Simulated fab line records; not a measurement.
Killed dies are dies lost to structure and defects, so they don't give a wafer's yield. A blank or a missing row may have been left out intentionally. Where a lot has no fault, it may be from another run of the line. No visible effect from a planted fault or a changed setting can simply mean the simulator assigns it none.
Commonality check across tools || flow nand-harc || Lots sampled 2, wafers sampled 6

REASON IT WAS OPENED
Flagged at NHARC_END_SORT_01: reading killed-at-array, on 2 of 2 lots. No-fault wafers: 59, standard deviation 21.
Rule: a lot gets a flag if all its wafers with a number sit over 4 standard deviations from that mean, or if no wafer of it has a number. As for the other lots, they are considered sound.

{"lot": "L336", "measured": "day 32 20:58", "on": "prober-02", "killed-at-array, wafer by wafer": "673 677 671", "flag": "FLAGGED"}
{"lot": "L337", "measured": "day 33 06:11", "on": "prober-02", "killed-at-array, wafer by wafer": "672 670 674", "flag": "FLAGGED"}
On average the flagged lots' numbers are 673, which is +614 against the usual, or +29 standard deviations.

LOT BY LOT: THE TOOL USED
The record holds 4 process steps before the reading, out of a route of 1302 steps. Each cell gives the tool, then ch followed by the chambers the sampled wafers passed through, then the start.
{"lot": "L336", "flag": "FLAGGED", "NHARC_A_CONTACT_ETCH_50": "rie-diel-09 ch 1,2, day 29 19:06 or earlier", "NHARC_A_CONTACT_ETCH_119": "har-cap-etch-03 ch 0,1, day 29 19:06", "NHARC_A_CONTACT_ETCH_120": "har-cap-etch-03 ch 0,1, day 29 19:16", "NHARC_A_CONTACT_ETCH_123": "har-cap-etch-03 ch 0,1, day 29 19:51"}
{"lot": "L337", "flag": "FLAGGED", "NHARC_A_CONTACT_ETCH_50": "rie-diel-03 ch 1,2,3, day 30 04:34 or earlier", "NHARC_A_CONTACT_ETCH_119": "har-cap-etch-03 ch 0,1, day 30 04:34", "NHARC_A_CONTACT_ETCH_120": "har-cap-etch-03 ch 0,1, day 30 04:44", "NHARC_A_CONTACT_ETCH_123": "har-cap-etch-03 ch 0,1, day 30 05:15"}
What the steps here do:
- NHARC_A_CONTACT_ETCH_50: etches the open film in CF4/CHF3, target depth 121 nm, time 60.5 s.
- NHARC_A_CONTACT_ETCH_119: etches the open film in C4F8/O2/Ar, time 190 s, target depth 1850 nm.
- NHARC_A_CONTACT_ETCH_120: etches the open film in C4F8/O2/Ar, time 190 s, target depth 1850 nm.
- NHARC_A_CONTACT_ETCH_123: etches the open film in C4F8/O2/Ar, time 490 s, target depth 2110 nm.
- NHARC_END_SORT_01

FLAGGED OVER TOTAL, TOOL BY TOOL (the gauges that took the reading come last)
{"step": "NHARC_A_CONTACT_ETCH_50", "tool": "rie-diel-03", "lots run": 1, "flagged": 1, "share of the flagged lots": "some", "sound lots run after its first flagged lot": 0}
{"step": "NHARC_A_CONTACT_ETCH_50", "tool": "rie-diel-09", "lots run": 1, "flagged": 1, "share of the flagged lots": "some", "sound lots run after its first flagged lot": 0}
{"step": "NHARC_A_CONTACT_ETCH_119", "tool": "har-cap-etch-03", "lots run": 2, "flagged": 2, "share of the flagged lots": "all", "sound lots run after its first flagged lot": 0}
{"step": "NHARC_A_CONTACT_ETCH_120", "tool": "har-cap-etch-03", "lots run": 2, "flagged": 2, "share of the flagged lots": "all", "sound lots run after its first flagged lot": 0}
{"step": "NHARC_A_CONTACT_ETCH_123", "tool": "har-cap-etch-03", "lots run": 2, "flagged": 2, "share of the flagged lots": "all", "sound lots run after its first flagged lot": 0}
{"step": "NHARC_END_SORT_01", "tool": "prober-02", "lots run": 2, "flagged": 2, "share of the flagged lots": "all", "sound lots run after its first flagged lot": 0}
NHARC_A_CONTACT_ETCH_50: start missing for some lots; hours and lot order therefore follow NHARC_A_CONTACT_ETCH_119.

THE TABLE: WHAT IT ALLOWS
4 rows of the table ran every flagged lot: har-cap-etch-03 at NHARC_A_CONTACT_ETCH_119, har-cap-etch-03 at NHARC_A_CONTACT_ETCH_120, har-cap-etch-03 at NHARC_A_CONTACT_ETCH_123, prober-02 at NHARC_END_SORT_01.
- har-cap-etch-03 at NHARC_A_CONTACT_ETCH_119 ran 2 lots, 2 of them flagged. No sound lot ran on it before its first flagged lot in this sample; the start therefore can't be narrowed down.
- har-cap-etch-03 at NHARC_A_CONTACT_ETCH_120 ran 2 lots, 2 of them flagged. No sound lot ran on it before its first flagged lot in this sample; the start therefore can't be narrowed down.
- har-cap-etch-03 at NHARC_A_CONTACT_ETCH_123 ran 2 lots, 2 of them flagged. No sound lot ran on it before its first flagged lot in this sample; the start therefore can't be narrowed down.
- prober-02 at NHARC_END_SORT_01 ran 2 lots, 2 of them flagged. No sound lot ran on it before its first flagged lot in this sample; the start therefore can't be narrowed down.
A lot count leaves these 2 tools indistinguishable: every one of them fits a fault beginning at some hour. More lots, or a look at what each step does to the wafer, might.

WHAT THE SIMULATOR PUT IN
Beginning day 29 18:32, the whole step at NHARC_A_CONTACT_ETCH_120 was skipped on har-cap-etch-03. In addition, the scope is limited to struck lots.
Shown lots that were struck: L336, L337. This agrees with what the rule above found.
